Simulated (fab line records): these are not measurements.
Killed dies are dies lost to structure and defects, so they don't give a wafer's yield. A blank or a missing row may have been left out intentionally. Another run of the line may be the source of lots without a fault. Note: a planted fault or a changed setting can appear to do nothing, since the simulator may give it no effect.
Which tool is to blame? || flow n5Finfet || Sampling: 24 lots, 72 wafers, 5 of 1938 route steps

## WHAT THE GAUGES SHOWED, per wafer
N5_STI_FIN_REVEAL_THK_MEAS_05.
{"lot": "L074", "measured": "day 2 08:16", "on": "filmMetro-02", "thkNm (nm)": "130.9 131.8 130.2"}
{"lot": "L075", "measured": "day 2 14:22", "on": "filmMetro-01", "thkNm (nm)": "130.9 131.6 131.6"}
{"lot": "L076", "measured": "day 2 21:14", "on": "filmMetro-01", "thkNm (nm)": "132.0 132.0 131.5"}
{"lot": "L077", "measured": "day 3 02:46", "on": "filmMetro-01", "thkNm (nm)": "132.5 131.6 132.9"}
{"lot": "L078", "measured": "day 3 10:26", "on": "filmMetro-02", "thkNm (nm)": "131.2 130.7 131.4"}
{"lot": "L079", "measured": "day 3 15:16", "on": "filmMetro-01", "thkNm (nm)": "132.1 132.5 131.7"}
{"lot": "L080", "measured": "day 3 22:31", "on": "filmMetro-01", "thkNm (nm)": "130.3 131.0 130.4"}
{"lot": "L081", "measured": "day 4 03:42", "on": "filmMetro-01", "thkNm (nm)": "131.4 131.1 132.5"}
{"lot": "L082", "measured": "day 4 08:35", "on": "filmMetro-02", "thkNm (nm)": "132.4 134.0 133.0"}
{"lot": "L083", "measured": "day 4 17:12", "on": "filmMetro-02", "thkNm (nm)": "132.1 131.0 130.9"}
{"lot": "L084", "measured": "day 4 21:43", "on": "filmMetro-01", "thkNm (nm)": "130.9 131.7 131.9"}
{"lot": "L085", "measured": "day 5 07:13", "on": "filmMetro-02", "thkNm (nm)": "132.6 131.9 131.7"}
{"lot": "L086", "measured": "day 5 11:21", "on": "filmMetro-01", "thkNm (nm)": "133.4 132.9 133.7"}
{"lot": "L087", "measured": "day 5 16:38", "on": "filmMetro-01", "thkNm (nm)": "132.9 132.6 132.8"}
{"lot": "L088", "measured": "day 5 23:21", "on": "filmMetro-01", "thkNm (nm)": "133.4 132.8 133.6"}
{"lot": "L089", "measured": "day 6 04:01", "on": "filmMetro-01", "thkNm (nm)": "131.2 132.0 132.0"}
{"lot": "L090", "measured": "day 6 09:49", "on": "filmMetro-02", "thkNm (nm)": "132.4 130.5 130.5"}
{"lot": "L091", "measured": "day 6 16:45", "on": "filmMetro-02", "thkNm (nm)": "130.6 132.1 133.2"}
{"lot": "L092", "measured": "day 6 20:28", "on": "filmMetro-02", "thkNm (nm)": "132.9 133.2 132.2"}
{"lot": "L093", "measured": "day 7 02:52", "on": "filmMetro-01", "thkNm (nm)": "130.8 132.1 131.6"}
{"lot": "L094", "measured": "day 7 08:32", "on": "filmMetro-01", "thkNm (nm)": "133.0 132.8 132.9"}
{"lot": "L095", "measured": "day 7 16:13", "on": "filmMetro-02", "thkNm (nm)": "130.0 129.8 130.8"}
{"lot": "L096", "measured": "day 7 21:26", "on": "filmMetro-01", "thkNm (nm)": "131.4 130.5 129.8"}
{"lot": "L097", "measured": "day 8 04:04", "on": "filmMetro-02", "thkNm (nm)": "132.2 130.6 129.9"}

N5_DUMMY_GATE_THK_MEAS_05.
{"lot": "L074", "measured": "day 2 15:48", "on": "filmMetro-02", "thkNm (nm)": "69.9 71.5 71.1"}
{"lot": "L075", "measured": "day 2 22:04", "on": "filmMetro-01", "thkNm (nm)": "72.3 70.4 72.7"}
{"lot": "L076", "measured": "day 3 05:49", "on": "filmMetro-01", "thkNm (nm)": "71.7 70.9 70.8"}
{"lot": "L077", "measured": "day 3 10:29", "on": "filmMetro-01", "thkNm (nm)": "71.6 72.4 71.9"}
{"lot": "L078", "measured": "day 3 18:31", "on": "filmMetro-02", "thkNm (nm)": "71.6 71.1 70.0"}
{"lot": "L079", "measured": "day 3 23:04", "on": "filmMetro-01", "thkNm (nm)": "71.2 71.9 71.6"}
{"lot": "L080", "measured": "day 4 05:59", "on": "filmMetro-01", "thkNm (nm)": "72.0 70.4 71.5"}
{"lot": "L081", "measured": "day 4 11:19", "on": "filmMetro-02", "thkNm (nm)": "71.9 71.5 71.6"}
{"lot": "L082", "measured": "day 4 16:40", "on": "filmMetro-02", "thkNm (nm)": "72.3 72.1 73.8"}
{"lot": "L083", "measured": "day 5 01:08", "on": "filmMetro-02", "thkNm (nm)": "72.1 71.4 71.3"}
{"lot": "L084", "measured": "day 5 06:03", "on": "filmMetro-02", "thkNm (nm)": "72.7 73.1 72.8"}
{"lot": "L085", "measured": "day 5 15:25", "on": "filmMetro-01", "thkNm (nm)": "71.9 72.4 72.7"}
{"lot": "L086", "measured": "day 5 19:02", "on": "filmMetro-01", "thkNm (nm)": "71.8 72.9 71.6"}
{"lot": "L087", "measured": "day 6 00:07", "on": "filmMetro-01", "thkNm (nm)": "73.6 73.6 75.1"}
{"lot": "L088", "measured": "day 6 06:54", "on": "filmMetro-02", "thkNm (nm)": "71.9 73.8 72.9"}
{"lot": "L089", "measured": "day 6 13:21", "on": "filmMetro-01", "thkNm (nm)": "72.6 72.7 73.1"}
{"lot": "L090", "measured": "day 6 19:14", "on": "filmMetro-01", "thkNm (nm)": "71.9 72.9 71.4"}
{"lot": "L091", "measured": "day 7 02:13", "on": "filmMetro-01", "thkNm (nm)": "71.8 73.2 72.2"}
{"lot": "L092", "measured": "day 7 05:06", "on": "filmMetro-02", "thkNm (nm)": "72.7 72.9 72.5"}
{"lot": "L093", "measured": "day 7 13:54", "on": "filmMetro-01", "thkNm (nm)": "71.9 72.2 71.4"}
{"lot": "L094", "measured": "day 7 16:35", "on": "filmMetro-02", "thkNm (nm)": "72.7 71.0 72.1"}
{"lot": "L095", "measured": "day 8 00:04", "on": "filmMetro-02", "thkNm (nm)": "71.4 72.4 70.8"}
{"lot": "L096", "measured": "day 8 05:06", "on": "filmMetro-02", "thkNm (nm)": "72.7 72.3 72.6"}
{"lot": "L097", "measured": "day 8 13:25", "on": "filmMetro-02", "thkNm (nm)": "72.6 73.7 72.9"}

N5_DUMMY_GATE_CD_MEAS_24: the cd target is 15 nm.
{"lot": "L074", "measured": "day 2 21:26", "on": "cdSem-02", "cdNm (nm)": "15.1 15.8 15.2"}
{"lot": "L075", "measured": "day 3 03:31", "on": "cdSem-02", "cdNm (nm)": "14.9 14.5 14.8"}
{"lot": "L076", "measured": "day 3 11:17", "on": "cdSem-01", "cdNm (nm)": "14.9 14.8 15.4"}
{"lot": "L077", "measured": "day 3 16:08", "on": "cdSem-01", "cdNm (nm)": "14.9 14.9 15.2"}
{"lot": "L078", "measured": "day 4 00:04", "on": "cdSem-03", "cdNm (nm)": "15.5 14.8 14.9"}
{"lot": "L079", "measured": "day 4 04:23", "on": "cdSem-03", "cdNm (nm)": "14.8 15.0 14.7"}
{"lot": "L080", "measured": "day 4 11:32", "on": "cdSem-01", "cdNm (nm)": "14.8 14.3 15.1"}
{"lot": "L081", "measured": "day 4 16:47", "on": "cdSem-01", "cdNm (nm)": "14.6 14.9 14.9"}
{"lot": "L082", "measured": "day 4 21:59", "on": "cdSem-02", "cdNm (nm)": "15.5 15.1 15.6"}
{"lot": "L083", "measured": "day 5 06:47", "on": "cdSem-01", "cdNm (nm)": "14.7 14.7 14.3"}
{"lot": "L084", "measured": "day 5 11:25", "on": "cdSem-01", "cdNm (nm)": "15.2 15.5 14.7"}
{"lot": "L085", "measured": "day 5 20:42", "on": "cdSem-01", "cdNm (nm)": "14.9 15.5 15.1"}
{"lot": "L086", "measured": "day 6 00:20", "on": "cdSem-03", "cdNm (nm)": "15.0 15.1 14.9"}
{"lot": "L087", "measured": "day 6 05:25", "on": "cdSem-03", "cdNm (nm)": "15.2 15.5 14.7"}
{"lot": "L088", "measured": "day 6 12:23", "on": "cdSem-03", "cdNm (nm)": "14.9 15.4 15.1"}
{"lot": "L089", "measured": "day 6 18:38", "on": "cdSem-01", "cdNm (nm)": "15.0 15.1 14.6"}
{"lot": "L090", "measured": "day 7 03:01", "on": "cdSem-03", "cdNm (nm)": "15.0 15.2 15.2"}
{"lot": "L091", "measured": "day 7 10:19", "on": "cdSem-01", "cdNm (nm)": "15.0 14.9 14.7"}
{"lot": "L092", "measured": "day 7 10:50", "on": "cdSem-01", "cdNm (nm)": "15.1 15.6 15.2"}
{"lot": "L093", "measured": "day 7 21:10", "on": "cdSem-01", "cdNm (nm)": "14.9 15.0 15.1"}
{"lot": "L094", "measured": "day 7 23:58", "on": "cdSem-02", "cdNm (nm)": "14.4 15.1 14.7"}
{"lot": "L095", "measured": "day 8 05:29", "on": "cdSem-02", "cdNm (nm)": "15.1 15.0 15.0"}
{"lot": "L096", "measured": "day 8 10:23", "on": "cdSem-01", "cdNm (nm)": "14.6 14.8 14.7"}
{"lot": "L097", "measured": "day 8 19:14", "on": "cdSem-01", "cdNm (nm)": "15.0 14.9 14.6"}

## WHAT TOOL EACH LOT RAN ON (gives the tool, then ch and the chambers of the sampled wafers, and finally the start)
{"lot": "L074", "N5_FIN_CUT_CUT_ETCH_15": "rieSi-05 ch 1,2,3, day 2 02:34", "N5_FIN_CUT_CUT_ETCH_28": "rieSi-05 ch 1,2,3, day 2 02:37"}
{"lot": "L075", "N5_FIN_CUT_CUT_ETCH_15": "rieSi-02 ch 1,2, day 2 08:40", "N5_FIN_CUT_CUT_ETCH_28": "rieSi-02 ch 1,2, day 2 08:44"}
{"lot": "L076", "N5_FIN_CUT_CUT_ETCH_15": "rieSi-05 ch 0,1,2, day 2 14:57", "N5_FIN_CUT_CUT_ETCH_28": "rieSi-05 ch 0,1,2, day 2 15:00"}
{"lot": "L077", "N5_FIN_CUT_CUT_ETCH_15": "rieSi-05 ch 1,2, day 2 20:58", "N5_FIN_CUT_CUT_ETCH_28": "rieSi-05 ch 1,2, day 2 21:01"}
{"lot": "L078", "N5_FIN_CUT_CUT_ETCH_15": "rieSi-04 ch 0,3, day 3 04:10", "N5_FIN_CUT_CUT_ETCH_28": "rieSi-04 ch 0,3, day 3 04:13"}
{"lot": "L079", "N5_FIN_CUT_CUT_ETCH_15": "rieSi-04 ch 1,2,3, day 3 09:34", "N5_FIN_CUT_CUT_ETCH_28": "rieSi-04 ch 1,2,3, day 3 09:37"}
{"lot": "L080", "N5_FIN_CUT_CUT_ETCH_15": "rieSi-05 ch 2,3, day 3 16:47", "N5_FIN_CUT_CUT_ETCH_28": "rieSi-05 ch 2,3, day 3 16:51"}
{"lot": "L081", "N5_FIN_CUT_CUT_ETCH_15": "rieSi-04 ch 0,1,3, day 3 21:54", "N5_FIN_CUT_CUT_ETCH_28": "rieSi-04 ch 0,1,3, day 3 21:58"}
{"lot": "L082", "N5_FIN_CUT_CUT_ETCH_15": "rieSi-05 ch 0,1, day 4 02:52", "N5_FIN_CUT_CUT_ETCH_28": "rieSi-05 ch 0,1, day 4 02:55"}
{"lot": "L083", "N5_FIN_CUT_CUT_ETCH_15": "rieSi-04 ch 2,3, day 4 10:53", "N5_FIN_CUT_CUT_ETCH_28": "rieSi-04 ch 2,3, day 4 10:56"}
{"lot": "L084", "N5_FIN_CUT_CUT_ETCH_15": "rieSi-05 ch 0,1,2, day 4 16:01", "N5_FIN_CUT_CUT_ETCH_28": "rieSi-05 ch 0,1,2, day 4 16:04"}
{"lot": "L085", "N5_FIN_CUT_CUT_ETCH_15": "rieSi-04 ch 0,2,3, day 4 23:53", "N5_FIN_CUT_CUT_ETCH_28": "rieSi-04 ch 0,2,3, day 4 23:57"}
{"lot": "L086", "N5_FIN_CUT_CUT_ETCH_15": "rieSi-04 ch 2,3, day 5 05:34", "N5_FIN_CUT_CUT_ETCH_28": "rieSi-04 ch 2,3, day 5 05:37"}
{"lot": "L087", "N5_FIN_CUT_CUT_ETCH_15": "rieSi-02 ch 0,1, day 5 09:22", "N5_FIN_CUT_CUT_ETCH_28": "rieSi-02 ch 0,1, day 5 09:25"}
{"lot": "L088", "N5_FIN_CUT_CUT_ETCH_15": "rieSi-02 ch 0,3, day 5 16:56", "N5_FIN_CUT_CUT_ETCH_28": "rieSi-02 ch 0,3, day 5 17:00"}
{"lot": "L089", "N5_FIN_CUT_CUT_ETCH_15": "rieSi-02 ch 0,1,3, day 5 22:02", "N5_FIN_CUT_CUT_ETCH_28": "rieSi-02 ch 0,1,3, day 5 22:05"}
{"lot": "L090", "N5_FIN_CUT_CUT_ETCH_15": "rieSi-05 ch 0,1,2, day 6 04:04", "N5_FIN_CUT_CUT_ETCH_28": "rieSi-05 ch 0,1,2, day 6 04:07"}
{"lot": "L091", "N5_FIN_CUT_CUT_ETCH_15": "rieSi-05 ch 0,1,2, day 6 11:03", "N5_FIN_CUT_CUT_ETCH_28": "rieSi-05 ch 0,1,2, day 6 11:07"}
{"lot": "L092", "N5_FIN_CUT_CUT_ETCH_15": "rieSi-02 ch 0,1,2, day 6 14:45", "N5_FIN_CUT_CUT_ETCH_28": "rieSi-02 ch 0,1,2, day 6 14:48"}
{"lot": "L093", "N5_FIN_CUT_CUT_ETCH_15": "rieSi-02 ch 0,2,3, day 6 20:30", "N5_FIN_CUT_CUT_ETCH_28": "rieSi-02 ch 0,2,3, day 6 20:33"}
{"lot": "L094", "N5_FIN_CUT_CUT_ETCH_15": "rieSi-02 ch 1,3, day 7 02:50", "N5_FIN_CUT_CUT_ETCH_28": "rieSi-02 ch 1,3, day 7 02:53"}
{"lot": "L095", "N5_FIN_CUT_CUT_ETCH_15": "rieSi-05 ch 2,3, day 7 09:42", "N5_FIN_CUT_CUT_ETCH_28": "rieSi-05 ch 2,3, day 7 09:46"}
{"lot": "L096", "N5_FIN_CUT_CUT_ETCH_15": "rieSi-04 ch 0,1, day 7 15:44", "N5_FIN_CUT_CUT_ETCH_28": "rieSi-04 ch 0,1, day 7 15:48"}
{"lot": "L097", "N5_FIN_CUT_CUT_ETCH_15": "rieSi-02 ch 1,3, day 7 22:21", "N5_FIN_CUT_CUT_ETCH_28": "rieSi-02 ch 1,3, day 7 22:25"}
- N5_FIN_CUT_CUT_ETCH_15: etches Si in HBr/Cl2/O2, target depth 100 nm, bt time 10 s, time 42.4 s.
- N5_FIN_CUT_CUT_ETCH_28: etches Si in HBr/Cl2/O2, target depth 6 nm, time 2.4 s.

## AS READ BY THE TOOLS THEMSELVES (means over the sampled wafers that have a number; for cases with no such wafer, the mark the record gives instead)
N5_FIN_CUT_CUT_ETCH_15.
{"lot": "L074", "tool": "rieSi-05", "drypumpMotorCurrentA (A)": 5.6, "oesProductAu (a.u.)": 0.994, "throttleValvePct (%)": 36.71}
{"lot": "L075", "tool": "rieSi-02", "drypumpMotorCurrentA (A)": 6.1, "oesProductAu (a.u.)": 0.987, "throttleValvePct (%)": 37.21}
{"lot": "L076", "tool": "rieSi-05", "drypumpMotorCurrentA (A)": 5.6, "oesProductAu (a.u.)": 1.001, "throttleValvePct (%)": 36.76}
{"lot": "L077", "tool": "rieSi-05", "drypumpMotorCurrentA (A)": 5.2, "oesProductAu (a.u.)": 0.995, "throttleValvePct (%)": 36.72}
{"lot": "L078", "tool": "rieSi-04", "drypumpMotorCurrentA (A)": 5.6, "oesProductAu (a.u.)": 0.993, "throttleValvePct (%)": 37.32}
{"lot": "L079", "tool": "rieSi-04", "drypumpMotorCurrentA (A)": 5.9, "oesProductAu (a.u.)": 1.001, "throttleValvePct (%)": 36.99}
{"lot": "L080", "tool": "rieSi-05", "drypumpMotorCurrentA (A)": 5.3, "oesProductAu (a.u.)": 0.998, "throttleValvePct (%)": 36.73}
{"lot": "L081", "tool": "rieSi-04", "drypumpMotorCurrentA (A)": 5.8, "oesProductAu (a.u.)": 0.990, "throttleValvePct (%)": 37.22}
{"lot": "L082", "tool": "rieSi-05", "drypumpMotorCurrentA (A)": 5.9, "oesProductAu (a.u.)": 1.003, "throttleValvePct (%)": 36.81}
{"lot": "L083", "tool": "rieSi-04", "drypumpMotorCurrentA (A)": 5.9, "oesProductAu (a.u.)": 1.007, "throttleValvePct (%)": 37.00}
{"lot": "L084", "tool": "rieSi-05", "drypumpMotorCurrentA (A)": 5.5, "oesProductAu (a.u.)": 1.002, "throttleValvePct (%)": 36.76}
{"lot": "L085", "tool": "rieSi-04", "drypumpMotorCurrentA (A)": 5.8, "oesProductAu (a.u.)": 0.995, "throttleValvePct (%)": 37.24}
{"lot": "L086", "tool": "rieSi-04", "drypumpMotorCurrentA (A)": 5.7, "oesProductAu (a.u.)": 1.002, "throttleValvePct (%)": 37.09}
{"lot": "L087", "tool": "rieSi-02", "drypumpMotorCurrentA (A)": 5.4, "oesProductAu (a.u.)": 0.977, "throttleValvePct (%)": 36.97}
{"lot": "L088", "tool": "rieSi-02", "drypumpMotorCurrentA (A)": 5.8, "oesProductAu (a.u.)": 0.990, "throttleValvePct (%)": 36.91}
{"lot": "L089", "tool": "rieSi-02", "drypumpMotorCurrentA (A)": 5.8, "oesProductAu (a.u.)": 0.981, "throttleValvePct (%)": 36.91}
{"lot": "L090", "tool": "rieSi-05", "drypumpMotorCurrentA (A)": 5.6, "oesProductAu (a.u.)": 1.001, "throttleValvePct (%)": 36.76}
{"lot": "L091", "tool": "rieSi-05", "drypumpMotorCurrentA (A)": 5.5, "oesProductAu (a.u.)": 1.003, "throttleValvePct (%)": 36.76}
{"lot": "L092", "tool": "rieSi-02", "drypumpMotorCurrentA (A)": 5.7, "oesProductAu (a.u.)": 0.981, "throttleValvePct (%)": 37.09}
{"lot": "L093", "tool": "rieSi-02", "drypumpMotorCurrentA (A)": 5.7, "oesProductAu (a.u.)": 0.986, "throttleValvePct (%)": 37.11}
{"lot": "L094", "tool": "rieSi-02", "drypumpMotorCurrentA (A)": 6.3, "oesProductAu (a.u.)": 0.989, "throttleValvePct (%)": 36.84}
{"lot": "L095", "tool": "rieSi-05", "drypumpMotorCurrentA (A)": 5.3, "oesProductAu (a.u.)": 0.987, "throttleValvePct (%)": 36.73}
{"lot": "L096", "tool": "rieSi-04", "drypumpMotorCurrentA (A)": 6.0, "oesProductAu (a.u.)": 0.991, "throttleValvePct (%)": 37.14}
{"lot": "L097", "tool": "rieSi-02", "drypumpMotorCurrentA (A)": 6.3, "oesProductAu (a.u.)": 0.979, "throttleValvePct (%)": 36.81}

N5_FIN_CUT_CUT_ETCH_28.
{"lot": "L074", "tool": "rieSi-05", "drypumpMotorCurrentA (A)": 5.6, "oesProductAu (a.u.)": 0.992, "throttleValvePct (%)": 36.73}
{"lot": "L075", "tool": "rieSi-02", "drypumpMotorCurrentA (A)": 6.1, "oesProductAu (a.u.)": 0.989, "throttleValvePct (%)": 37.22}
{"lot": "L076", "tool": "rieSi-05", "drypumpMotorCurrentA (A)": 5.6, "oesProductAu (a.u.)": 1.000, "throttleValvePct (%)": 36.76}
{"lot": "L077", "tool": "rieSi-05", "drypumpMotorCurrentA (A)": 5.2, "oesProductAu (a.u.)": 0.997, "throttleValvePct (%)": 36.71}
{"lot": "L078", "tool": "rieSi-04", "drypumpMotorCurrentA (A)": 5.6, "oesProductAu (a.u.)": 0.998, "throttleValvePct (%)": 37.31}
{"lot": "L079", "tool": "rieSi-04", "drypumpMotorCurrentA (A)": 5.9, "oesProductAu (a.u.)": 1.001, "throttleValvePct (%)": 36.98}
{"lot": "L080", "tool": "rieSi-05", "drypumpMotorCurrentA (A)": 5.3, "oesProductAu (a.u.)": 0.990, "throttleValvePct (%)": 36.72}
{"lot": "L081", "tool": "rieSi-04", "drypumpMotorCurrentA (A)": 5.8, "oesProductAu (a.u.)": 0.991, "throttleValvePct (%)": 37.22}
{"lot": "L082", "tool": "rieSi-05", "drypumpMotorCurrentA (A)": 5.9, "oesProductAu (a.u.)": 1.008, "throttleValvePct (%)": 36.79}
{"lot": "L083", "tool": "rieSi-04", "drypumpMotorCurrentA (A)": 5.9, "oesProductAu (a.u.)": 1.007, "throttleValvePct (%)": 37.00}
{"lot": "L084", "tool": "rieSi-05", "drypumpMotorCurrentA (A)": 5.5, "oesProductAu (a.u.)": 1.002, "throttleValvePct (%)": 36.76}
{"lot": "L085", "tool": "rieSi-04", "drypumpMotorCurrentA (A)": 5.8, "oesProductAu (a.u.)": 0.996, "throttleValvePct (%)": 37.24}
{"lot": "L086", "tool": "rieSi-04", "drypumpMotorCurrentA (A)": 5.7, "oesProductAu (a.u.)": 1.010, "throttleValvePct (%)": 37.08}
{"lot": "L087", "tool": "rieSi-02", "drypumpMotorCurrentA (A)": 5.3, "oesProductAu (a.u.)": 0.966, "throttleValvePct (%)": 36.97}
{"lot": "L088", "tool": "rieSi-02", "drypumpMotorCurrentA (A)": 5.8, "oesProductAu (a.u.)": 0.987, "throttleValvePct (%)": 36.91}
{"lot": "L089", "tool": "rieSi-02", "drypumpMotorCurrentA (A)": 5.8, "oesProductAu (a.u.)": 0.977, "throttleValvePct (%)": 36.91}
{"lot": "L090", "tool": "rieSi-05", "drypumpMotorCurrentA (A)": 5.6, "oesProductAu (a.u.)": 1.000, "throttleValvePct (%)": 36.76}
{"lot": "L091", "tool": "rieSi-05", "drypumpMotorCurrentA (A)": 5.6, "oesProductAu (a.u.)": 1.005, "throttleValvePct (%)": 36.75}
{"lot": "L092", "tool": "rieSi-02", "drypumpMotorCurrentA (A)": 5.7, "oesProductAu (a.u.)": 0.973, "throttleValvePct (%)": 37.10}
{"lot": "L093", "tool": "rieSi-02", "drypumpMotorCurrentA (A)": 5.7, "oesProductAu (a.u.)": 0.984, "throttleValvePct (%)": 37.11}
{"lot": "L094", "tool": "rieSi-02", "drypumpMotorCurrentA (A)": 6.3, "oesProductAu (a.u.)": 0.993, "throttleValvePct (%)": 36.83}
{"lot": "L095", "tool": "rieSi-05", "drypumpMotorCurrentA (A)": 5.3, "oesProductAu (a.u.)": 0.991, "throttleValvePct (%)": 36.72}
{"lot": "L096", "tool": "rieSi-04", "drypumpMotorCurrentA (A)": 6.0, "oesProductAu (a.u.)": 0.990, "throttleValvePct (%)": 37.13}
{"lot": "L097", "tool": "rieSi-02", "drypumpMotorCurrentA (A)": 6.2, "oesProductAu (a.u.)": 0.987, "throttleValvePct (%)": 36.82}

## THE ANSWER, worked out from the rows above alone
Rule: what is usual is taken from the lots themselves. The widest of any qualifying gaps counts: lots, ordered by their means at a reading, are off when they make up no more than a third of the lots, leave a main group of 4 or more, and stand apart from it by 3 or more times the standard deviation of that group's means. Not used: any main group whose means are identical at the precision the tables above print for the reading. Also off: a lot with no number at a reading for which 4 or more lots have one. Any other lot the step has rows for is counted as sound. After the gauges, taken in route order, come the tools' own readings; for these a lot's mean is taken, as printed above. At the first step where some lot is off, the reading lying furthest off is the one used; lots without a number count as furthest.
No lot is off on any of the readings shown, so nothing can be concluded from this.

## WHAT HAD BEEN PUT IN BY THE SIMULATOR
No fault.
